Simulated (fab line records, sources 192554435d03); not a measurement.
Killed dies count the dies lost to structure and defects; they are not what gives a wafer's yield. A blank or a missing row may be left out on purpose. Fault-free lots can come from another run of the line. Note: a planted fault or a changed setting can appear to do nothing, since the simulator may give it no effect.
Chamber matching :: flow n5 finfet :: N5_FIN_SAQP_ALD_61 on ald sin-04 has 4 sister chambers
The step deposits SiO2, target thk 4 nm, pulse time 1 s, purge time 2 s. 8 wafers are shown with their chamber, then 12 later ones without.

## WAFERS, EACH WITH ITS CHAMBER
wafer: L082.2
chamber: 2
heater power w (W): 601
precursor pulse height rel: 1.007

wafer: L092.4
chamber: 3
heater power w (W): 420
precursor pulse height rel: 1.010

wafer: L093.1
chamber: 2
heater power w (W): 565
precursor pulse height rel: 0.978

wafer: L093.3
chamber: 1
heater power w (W): 487
precursor pulse height rel: 1.022

wafer: L093.5
chamber: 0
heater power w (W): 389
precursor pulse height rel: 0.992

wafer: L094.1
chamber: 0
heater power w (W): 388
precursor pulse height rel: 1.004

wafer: L094.2
chamber: 3
heater power w (W): 417
precursor pulse height rel: 0.991

wafer: L094.3
chamber: 1
heater power w (W): 490
precursor pulse height rel: 1.006

## WAFERS WITHOUT THEIR CHAMBER
wafer: L094.4
heater power w (W): 546
precursor pulse height rel: 1.024

wafer: L094.5
heater power w (W): 411
precursor pulse height rel: 0.976

wafer: L094.6
heater power w (W): 386
precursor pulse height rel: 1.020

wafer: L095.1
heater power w (W): 416
precursor pulse height rel: 1.027

wafer: L095.5
heater power w (W): 393
precursor pulse height rel: 0.987

wafer: L095.6
heater power w (W): 415
precursor pulse height rel: 1.015

wafer: L096.3
heater power w (W): 574
precursor pulse height rel: 1.012

wafer: L096.5
heater power w (W): 404
precursor pulse height rel: 1.031

wafer: L096.6
heater power w (W): 474
precursor pulse height rel: 0.994

wafer: L097.1
heater power w (W): 463
precursor pulse height rel: 1.033

wafer: L097.3
heater power w (W): 429
precursor pulse height rel: 0.989

wafer: L097.5
heater power w (W): 557
precursor pulse height rel: 1.013

## THE CHAMBER EACH PASSED THROUGH
wafer: L094.4
from the rows above: can't be placed: 2 or 1
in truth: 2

wafer: L094.5
from the rows above: can't be placed: 3 or 0
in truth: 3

wafer: L094.6
from the rows above: can't be placed: 0 or 3
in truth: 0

wafer: L095.1
from the rows above: can't be placed: 3 or 0
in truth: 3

wafer: L095.5
from the rows above: can't be placed: 0 or 3
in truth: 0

wafer: L095.6
from the rows above: can't be placed: 3 or 0
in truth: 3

wafer: L096.3
from the rows above: 2
in truth: 2

wafer: L096.5
from the rows above: can't be placed: 3 or 0
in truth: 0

wafer: L096.6
from the rows above: 1
in truth: 1

wafer: L097.1
from the rows above: can't be placed: 1 or 3
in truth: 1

wafer: L097.3
from the rows above: 3
in truth: 3

wafer: L097.5
from the rows above: 2
in truth: 2
Correct placement for 4 of the 12. These rows do not allow placing 8 (true chamber among the candidates in 8). Wrongly placed: 0.
How it was worked out, from the rows above alone: a wafer's distance from a chamber is the root of the sum, over the readings, of the square of ((its reading less the chamber's mean) divided by the reading's scatter). The wafer belongs to the nearest chamber; if the next one is less than 2 further off, it can't be placed. Each chamber's mean is taken over the wafers shown for it. The scatter: the root of (the sum of the squares of (reading less its chamber's mean) over the shown wafers, divided by (wafers less chambers)).
